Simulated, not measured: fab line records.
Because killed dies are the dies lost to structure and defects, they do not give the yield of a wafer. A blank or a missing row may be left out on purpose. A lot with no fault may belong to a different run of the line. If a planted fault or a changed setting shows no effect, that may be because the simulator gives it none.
Struck lot and sound lot, side by side	flow nand-harc	34 out of 1302 route steps
Sound: these wafers, L848.3, L848.4, L848.6. The struck wafers were L843.1, L843.4, L843.6. The cause is named last.
At each step with rows: each side's tool, then ch and its chambers, then its first start. Under that, the readings that differ: sound wafers	struck wafers	difference of the means	sigmas: that difference in standard deviations of wafers without a fault.
alike: words and numbers the same on both sides, and readings whose means are apart by under 2 such deviations; not compared: readings that were withheld, readings missing a value for some wafer, numbers with overlapping values and no deviation given by the record, and bounds like >300 which may hide the same value.
Wherever a step has rows on one side only, a row that says differs or no value, or a row with sigmas, the two part there. Non-overlapping numbers with no deviation appear without sigmas and do not part them. Lack of a reading on every wafer of one side parts them only where that side has two or more wafers.

first, 5 steps without rows for these wafers: NHARC_A_ONON_D2_DEP_22 (target thk 1000 nm); NHARC_A_ONON_D2_DEP_25 (target thk 1000 nm); NHARC_A_ONON_D2_DEP_28 (target thk 1000 nm); NHARC_A_ONON_D2_DEP_33 (deposits SiO2, target thk 200 nm); NHARC_A_CHANNEL_HOLE_D2_DEP_00 (deposits aC, target thk 3100 nm).
NHARC_A_CHANNEL_HOLE_D2_DEP_01: deposits SiON, target thk 140 nm.
  sound on pecvd-01 ch 0,1,2, day 22 02:52; struck on pecvd-04 ch 0,1,2, day 20 07:43
  alike: heater-power-w
then, 10 steps without rows for these wafers: NHARC_A_CHANNEL_HOLE_D2_DEHYDRATE_02 (time 120 s); NHARC_A_CHANNEL_HOLE_D2_HMDS_03 (time 30 s); NHARC_A_CHANNEL_HOLE_D2_COAT_36 (time 75 s); NHARC_A_CHANNEL_HOLE_D2_COAT_37 (time 65 s); NHARC_A_CHANNEL_HOLE_D2_COAT_04 (resist thk 90 nm); NHARC_A_CHANNEL_HOLE_D2_SOFTBAKE_05 (time 55 s); NHARC_A_CHANNEL_HOLE_D2_EBR_06; NHARC_A_CHANNEL_HOLE_D2_EXPOSE_07 (exposes mask HOLE D2, target cd 100 nm); NHARC_A_CHANNEL_HOLE_D2_PEB_08 (peb time 65 s); NHARC_A_CHANNEL_HOLE_D2_DEVELOP_09 (develop time 35 s).
NHARC_A_CHANNEL_HOLE_D2_INSPECT_12:
  sound on defect-inspect-02 at day 22 03:42; struck on defect-inspect-02 at day 20 08:23
reading	sound	struck	difference	sigmas
raw-defect-count	7 3 9	397 390 375	+381	+17
then, 15 steps without rows for these wafers: NHARC_A_CHANNEL_HOLE_D2_DESCUM_15 (chemistry O2, time 3 s); NHARC_A_CHANNEL_HOLE_D2_ETCH_38 (etches the open film in CF4, target depth 39 nm, time 65 s); NHARC_A_CHANNEL_HOLE_D2_ETCH_39 (etches the open film in N2/H2, target depth 260 nm, time 325 s); NHARC_A_CHANNEL_HOLE_D2_ETCH_34 (etches the open film in CF4/CHF3, target depth 154 nm, time 77 s); NHARC_A_CHANNEL_HOLE_D2_ETCH_16 (etches the open film in O2/COS, target depth 3100 nm, time 806 s); NHARC_A_CHANNEL_HOLE_D2_ETCH_19 (etches the open film in C4F8/O2/Ar, time 34.5 s); NHARC_A_CHANNEL_HOLE_D2_ETCH_20 (etches the open film in C4F8/O2/Ar, time 361.9 s, target depth 1600 nm); NHARC_A_CHANNEL_HOLE_D2_ETCH_21 (etches the open film in C4F8/O2/Ar, time 514.3 s, target depth 1600 nm); NHARC_A_CHANNEL_HOLE_D2_ETCH_22 (etches the open film in C4F8/O2/Ar, time 666.7 s, target depth 1600 nm); NHARC_A_CHANNEL_HOLE_D2_ETCH_23 (etches the open film in C4F8/O2/Ar, time 819 s, target depth 1600 nm); NHARC_A_CHANNEL_HOLE_D2_ETCH_24 (etches the open film in C4F8/O2/Ar, time 906.2 s, target depth 1500 nm); NHARC_A_CHANNEL_HOLE_D2_ETCH_25 (etches the open film in C4F8/O2/Ar, time 1040.2 s, target depth 1500 nm); NHARC_A_CHANNEL_HOLE_D2_ETCH_26 (etches the open film in C4F8/O2/Ar, time 224.1 s, target depth 300 nm); NHARC_A_CHANNEL_HOLE_D2_ETCH_27 (etches the open film in C4F8/O2/Ar, time 90 s, target depth 400 nm); NHARC_A_CHANNEL_HOLE_D2_STRIP_41 (strips in N2/H2).
NHARC_A_CHANNEL_HOLE_D2_INSPECT_40:
  sound on defect-inspect-02 at day 22 12:28; struck on defect-inspect-01 at day 20 15:19
reading	sound	struck	difference	sigmas
raw-defect-count	163 235 164	724 728 676	+522	+6
-- jump in the record: it breaks off in module A_CHANNEL_HOLE_D2 and resumes in module END (first step shown: number 1302 of the route), and 11 days separate the struck wafers' starts before and after --
NHARC_END_SORT_01:
  at this point the record logs the struck wafers (prober-02 ch 0, day 31 16:33) and has no rows for the sound ones

WHERE THEY PART
First at NHARC_A_CHANNEL_HOLE_D2_INSPECT_12; last, within this record, at NHARC_END_SORT_01.

WHY: whatever the simulator had introduced
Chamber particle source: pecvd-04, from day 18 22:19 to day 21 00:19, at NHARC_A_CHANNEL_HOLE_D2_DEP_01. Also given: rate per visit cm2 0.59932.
